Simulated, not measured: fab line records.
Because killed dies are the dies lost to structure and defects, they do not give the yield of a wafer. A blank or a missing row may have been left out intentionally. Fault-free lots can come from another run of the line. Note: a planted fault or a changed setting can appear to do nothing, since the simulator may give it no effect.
Lot-split experiment ; flow n5-finfet ; 7 lots, 21 wafers read, on a route of 1938 steps

ON THE SPLIT
At N5_BEOL_M2_DESCUM_16 (chemistry O2, time 7 s), the setting time-s was moved away from the recipe's 7 s on 5 of the 21 wafers read, by -13.8% to +22.2%. For the rest of the wafers, this setting stayed at what the recipe calls for.

The split's own step is where the reading is taken.

THE READING
CAR-EUV_of_BEOL_M2_COAT_05.thk-nm (the simulator's own value, which no gauge read), in nm, at N5_BEOL_M2_DESCUM_16 (chemistry O2, time 7 s). No usual value for it is given in the file. Here, 16 wafers ran the recipe; their average is 26.0 nm with a standard deviation of 0.11 nm.

wafer;tool, chamber at the split;time-s as run, s;against the recipe;CAR-EUV_of_BEOL_M2_COAT_05.thk-nm, nm;against lot-mates on the recipe
L075.2;rie-diel-02, 3,2;6.379;-8.9%;26.4;+0.4
L075.5;rie-diel-02, 3,2;6.379;-8.9%;26.4;+0.4
L075.4;rie-diel-02, 2;7;recipe;26;-
L077.1;rie-diel-02, 0;7.627;+9.0%;25.8;-0.2
L077.3;rie-diel-02, 1,2;7;recipe;26;-
L077.5;rie-diel-02, 1,2;7;recipe;26;-
L080.2;rie-diel-04, 0;7;recipe;26;-
L080.5;rie-diel-04, 0;7;recipe;26;-
L080.6;rie-diel-04, 3;8.553;+22.2%;25.4;-0.6
L085.2;rie-diel-02, 1,0;7;recipe;26;-
L085.3;rie-diel-02, 1,0;7;recipe;26;-
L085.4;rie-diel-02, 2;7;recipe;26.2;-
L095.3;rie-diel-04, 1;7;recipe;26.2;-
L095.4;rie-diel-04, 0;6.033;-13.8%;26.4;+0.3
L095.6;rie-diel-04, 0;7;recipe;26;-
L096.1;rie-diel-04, 2;7;recipe;25.8;-
L096.3;rie-diel-04, 1,0;7;recipe;26;-
L096.4;rie-diel-04, 1,0;7;recipe;26;-
L097.3;rie-diel-01, 0;7;recipe;26;-
L097.4;rie-diel-01, 3,1;7;recipe;26.2;-
L097.5;rie-diel-01, 3,1;7;recipe;26.2;-
Where a row lists several chambers, the file gives one row for several wafers and doesn't say which wafer went through which chamber.

THE FIT
A straight line over all 21 wafers: CAR-EUV_of_BEOL_M2_COAT_05.thk-nm changes by -0.0301 nm for each +1% of time-s; r = -0.90; the points scatter about the line by 0.1 nm.
The same after taking each lot's own level away (the mean of its wafers on the recipe; 21 wafers): -0.0286 nm for each +1%; r = -0.91; scatter 0.09 nm.
That fit puts the effect of the largest move of time-s on the reading at 0.63 nm.
The lots' own levels span 25.93 to 26.13 nm, that is 1.9 times the standard deviation above.
Consequently the slope shifts little with the lot-to-lot level, the two slopes agreeing.
Check: -0.65 nm against its lot-mates is what the line predicts for one of the wafers moved furthest among these (+22.2%) when that wafer is left out of the fit. Against them it came out at -0.6 nm.

FURTHER SPLITS ON THESE WAFERS
Other splits were also applied to these wafers ahead of the reading. Each is held against what the fit with the lots' levels taken away leaves over:
other split on the same wafers;wafers away from the commonest value;r with CAR-EUV_of_BEOL_M2_COAT_05.thk-nm (lot level and that fit taken away)
N5_BEOL_M0_SAQP_PECVD_04 time-s;6;+0.05
N5_BEOL_M0_SAQP_EXPOSE_37 dose-mj;10;-0.08
N5_BEOL_M1_EXPOSE_08 dose-mj;6;+0.02

THE FILE'S OWN FIT
CAR-EUV_of_BEOL_M2_COAT_05.thk-nm changes by -0.0271 nm for each +1% of time-s, r = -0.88.
